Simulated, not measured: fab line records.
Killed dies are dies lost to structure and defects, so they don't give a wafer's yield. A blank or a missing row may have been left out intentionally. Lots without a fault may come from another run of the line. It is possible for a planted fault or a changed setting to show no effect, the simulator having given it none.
Split-lot trial :: flow n5Finfet :: 7 lots, 21 wafers read, on a route of 1938 steps

== ABOUT THE SPLIT ==
At N5_BEOL_M15_SPUTTER_44 (material Ta, target thk 15 nm, time 24.19 s), the setting powerW was moved away from the recipe's 15000 W on 8 of the 21 wafers read, by -13.7% to +12.3%. This setting was run at the recipe's value on the other wafers.

The split's own step is where the reading is taken.

== THE READING ==
Ta_of_BEOL_M15_SPUTTER_44.thkNm (the simulator's own value, which no gauge read), in nm, at N5_BEOL_M15_SPUTTER_44 (material Ta, target thk 15 nm, time 24.19 s). The file gives no usual value for it. The 13 wafers here that ran the recipe average 15.2 nm, standard deviation 0.18 nm.

wafer: L081.1
tool, chamber at the split: pvdSputter-02, -
powerW as run, W: 16120
against the recipe: +7.5%
Ta_of_BEOL_M15_SPUTTER_44.thkNm, nm: 16.4
against lot-mates on the recipe: +1.4

wafer: L081.3
tool, chamber at the split: pvdSputter-02, -
powerW as run, W: 16120
against the recipe: +7.5%
Ta_of_BEOL_M15_SPUTTER_44.thkNm, nm: 16.2
against lot-mates on the recipe: +1.2

wafer: L081.4
tool, chamber at the split: pvdSputter-02, -
powerW as run, W: 15000
against the recipe: recipe
Ta_of_BEOL_M15_SPUTTER_44.thkNm, nm: 15
against lot-mates on the recipe: -

wafer: L080.2
tool, chamber at the split: pvdSputter-02, -
powerW as run, W: 15000
against the recipe: recipe
Ta_of_BEOL_M15_SPUTTER_44.thkNm, nm: 15
against lot-mates on the recipe: -

wafer: L080.4
tool, chamber at the split: pvdSputter-02, -
powerW as run, W: 15000
against the recipe: recipe
Ta_of_BEOL_M15_SPUTTER_44.thkNm, nm: 15.2
against lot-mates on the recipe: -

wafer: L080.6
tool, chamber at the split: pvdSputter-02, -
powerW as run, W: 12940
against the recipe: -13.7%
Ta_of_BEOL_M15_SPUTTER_44.thkNm, nm: 13
against lot-mates on the recipe: -2.1

wafer: L082.2
tool, chamber at the split: pvdSputter-02, -
powerW as run, W: 15000
against the recipe: recipe
Ta_of_BEOL_M15_SPUTTER_44.thkNm, nm: 15.2
against lot-mates on the recipe: -

wafer: L082.3
tool, chamber at the split: pvdSputter-02, -
powerW as run, W: 15000
against the recipe: recipe
Ta_of_BEOL_M15_SPUTTER_44.thkNm, nm: 15
against lot-mates on the recipe: -

wafer: L082.5
tool, chamber at the split: pvdSputter-02, -
powerW as run, W: 15000
against the recipe: recipe
Ta_of_BEOL_M15_SPUTTER_44.thkNm, nm: 15.4
against lot-mates on the recipe: -

wafer: L088.1
tool, chamber at the split: pvdSputter-03, -
powerW as run, W: 15000
against the recipe: recipe
Ta_of_BEOL_M15_SPUTTER_44.thkNm, nm: 14.8
against lot-mates on the recipe: -

wafer: L088.3
tool, chamber at the split: pvdSputter-03, -
powerW as run, W: 15000
against the recipe: recipe
Ta_of_BEOL_M15_SPUTTER_44.thkNm, nm: 15.2
against lot-mates on the recipe: -

wafer: L088.5
tool, chamber at the split: pvdSputter-03, -
powerW as run, W: 15000
against the recipe: recipe
Ta_of_BEOL_M15_SPUTTER_44.thkNm, nm: 15.2
against lot-mates on the recipe: -

wafer: L091.2
tool, chamber at the split: pvdSputter-02, -
powerW as run, W: 16850
against the recipe: +12.3%
Ta_of_BEOL_M15_SPUTTER_44.thkNm, nm: 17
against lot-mates on the recipe: no lot-mate on the recipe

wafer: L091.3
tool, chamber at the split: pvdSputter-02, -
powerW as run, W: 16850
against the recipe: +12.3%
Ta_of_BEOL_M15_SPUTTER_44.thkNm, nm: 17
against lot-mates on the recipe: no lot-mate on the recipe

wafer: L091.4
tool, chamber at the split: pvdSputter-02, -
powerW as run, W: 16850
against the recipe: +12.3%
Ta_of_BEOL_M15_SPUTTER_44.thkNm, nm: 17.4
against lot-mates on the recipe: no lot-mate on the recipe

wafer: L094.1
tool, chamber at the split: pvdSputter-03, -
powerW as run, W: 15000
against the recipe: recipe
Ta_of_BEOL_M15_SPUTTER_44.thkNm, nm: 15.4
against lot-mates on the recipe: -

wafer: L094.3
tool, chamber at the split: pvdSputter-03, -
powerW as run, W: 15000
against the recipe: recipe
Ta_of_BEOL_M15_SPUTTER_44.thkNm, nm: 15.4
against lot-mates on the recipe: -

wafer: L094.5
tool, chamber at the split: pvdSputter-03, -
powerW as run, W: 15000
against the recipe: recipe
Ta_of_BEOL_M15_SPUTTER_44.thkNm, nm: 15.4
against lot-mates on the recipe: -

wafer: L097.3
tool, chamber at the split: pvdSputter-02, -
powerW as run, W: 13770
against the recipe: -8.2%
Ta_of_BEOL_M15_SPUTTER_44.thkNm, nm: 14.2
against lot-mates on the recipe: -1.0

wafer: L097.4
tool, chamber at the split: pvdSputter-02, -
powerW as run, W: 13770
against the recipe: -8.2%
Ta_of_BEOL_M15_SPUTTER_44.thkNm, nm: 14
against lot-mates on the recipe: -1.2

wafer: L097.6
tool, chamber at the split: pvdSputter-02, -
powerW as run, W: 15000
against the recipe: recipe
Ta_of_BEOL_M15_SPUTTER_44.thkNm, nm: 15.2
against lot-mates on the recipe: -

FIT RESULTS
A straight line over all 21 wafers: Ta_of_BEOL_M15_SPUTTER_44.thkNm changes by +0.153 nm for each +1% of powerW; r = +0.98; the points scatter about the line by 0.19 nm.
The same after taking each lot's own level away (the mean of its wafers on the recipe; 18 wafers): +0.154 nm for each +1%; r = +0.98; scatter 0.14 nm.
That fit puts the effect of the largest move of powerW on the reading at 2.1 nm.
Measured against the standard deviation above, the lots' own levels, which go from 15.00 to 15.40 nm, span 2.2 times it.
Consequently the slope shifts little with the lot-to-lot level, the two slopes agreeing.
Check: -2.06 nm against its lot-mates is what the line predicts for one of the wafers moved furthest among these (-13.7%) when that wafer is left out of the fit. Against them it came out at -2.1 nm.

== THESE WAFERS: OTHER SPLITS ==
Before the reading, these wafers also passed through other splits. Each is held against what the fit with the lots' levels taken away leaves over:
other split on the same wafers: N5_BEOL_M11_COAT_22 spinRpm
wafers away from the commonest value: 6
r with Ta_of_BEOL_M15_SPUTTER_44.thkNm (lot level and that fit taken away): +0.05

other split on the same wafers: N5_BEOL_M11_ETCH_66 timeS
wafers away from the commonest value: 9
r with Ta_of_BEOL_M15_SPUTTER_44.thkNm (lot level and that fit taken away): +0.14

other split on the same wafers: N5_BEOL_M12_COAT_65 spinRpm
wafers away from the commonest value: 9
r with Ta_of_BEOL_M15_SPUTTER_44.thkNm (lot level and that fit taken away): +0.09

other split on the same wafers: N5_BEOL_M13_SPUTTER_43 timeS
wafers away from the commonest value: 5
r with Ta_of_BEOL_M15_SPUTTER_44.thkNm (lot level and that fit taken away): -0.19

other split on the same wafers: N5_BEOL_M15_COAT_04 spinRpm
wafers away from the commonest value: 7
r with Ta_of_BEOL_M15_SPUTTER_44.thkNm (lot level and that fit taken away): -0.15

== FILE'S OWN FIT ==
Ta_of_BEOL_M15_SPUTTER_44.thkNm changes by +0.153 nm for each +1% of powerW, r = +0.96.
